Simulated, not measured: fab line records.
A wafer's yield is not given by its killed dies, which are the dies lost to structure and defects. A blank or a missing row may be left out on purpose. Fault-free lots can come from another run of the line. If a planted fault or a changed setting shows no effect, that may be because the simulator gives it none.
Problem report in the 8D (eight disciplines) form, filled by code :: flow nandHarc :: the parts of the form that need people (team, actions taken, sign-off) are left out

1. WHAT WENT WRONG
Mean of exposureDoseMJCm2 at NHARC_P_M1_EXPOSE_06: 80.52 across 6 wafers in 2 lots; on wafers with no fault it is 81.79 (standard deviation 0.087). Measured from the usual mean, that is -15 standard deviations.
The step: exposes mask P M1, target cd 130 nm.
The first sign was on wafer L993.1 at day 12 07:59, on arfiScanner-02. The record holds 33 wafers of 11 lots with a number at this step. By rule, "out" or "out of limits" means more than 4 standard deviations away from the usual mean. All remaining wafers that have a number are taken as sound.

2. WHAT IT IS, WHAT IT ISN'T
question: which readings at this step
is: exposureDoseMJCm2
is not: -

question: which lots
is: L100, L993
is not: L978, L979, L980, L983, L985, L986, L987, L989, L992

question: which wafers of those lots
is: all that have a number
is not: -

question: read on which tools
is: arfiScanner-02
is not: arfiScanner-01, arfiScanner-03

question: when
is: from day 12 07:59
is not: up to then (24 sound wafers); but 3 sound wafers of L992 came after

3. THE SUSPECTS, EACH WITH WHAT RULES IT OUT
Counting: a tool at a process step up to the reading stays a suspect if it ran every lot that is out and no sound lot after the first of them.
- arfiScanner-02 at NHARC_P_M1_EXPOSE_06 (exposes mask P M1, target cd 130 nm): kept. It ran every lot that is out, first L993 (day 12 07:59), and no sound lot after that; its last sound lot up to then is L989 (day 10 20:56). On those wafers its own readings are out: exposureDoseMJCm2.
The count leaves arfiScanner-02 at NHARC_P_M1_EXPOSE_06.

4. THE CAUSE (what the simulator had put in)
Drift in process parameters on arfiScanner-02 at NHARC_P_M1_EXPOSE_06, starting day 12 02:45. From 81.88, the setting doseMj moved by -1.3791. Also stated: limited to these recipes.
After counting, this tool was the only one left.

5. SEQUENCE OF EFFECTS, ordered by route
One row per reading whose mean, taken over the struck wafers that have a number, lies over 3 standard deviations from the usual. Only readings whose record carries a usual standard deviation are examined. hours: median over the lots of the time between each lot's start at the first step of this table that gives one and its start at this step. sigmas: the change, counted in usual standard deviations.
hours: 0
step: NHARC_P_M1_EXPOSE_06
reading: exposureDoseMJCm2
usual: 81.79
on struck wafers: 80.52
change: -1.27
sigmas: -15
Here are the process steps it includes:
- NHARC_P_M1_EXPOSE_06: exposes mask P M1, target cd 130 nm.
At these later measuring or inspecting steps, every struck wafer for which the step has a row has a number for every such reading, and none has moved that far: NHARC_P_M1_CD_MEAS_09, NHARC_END_SORT_01.

6. WHAT WOULD HAVE CAUGHT IT SOONER
In this record the first reading out of limits was taken at day 12 07:59, 5 hours after the fault began at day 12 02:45.
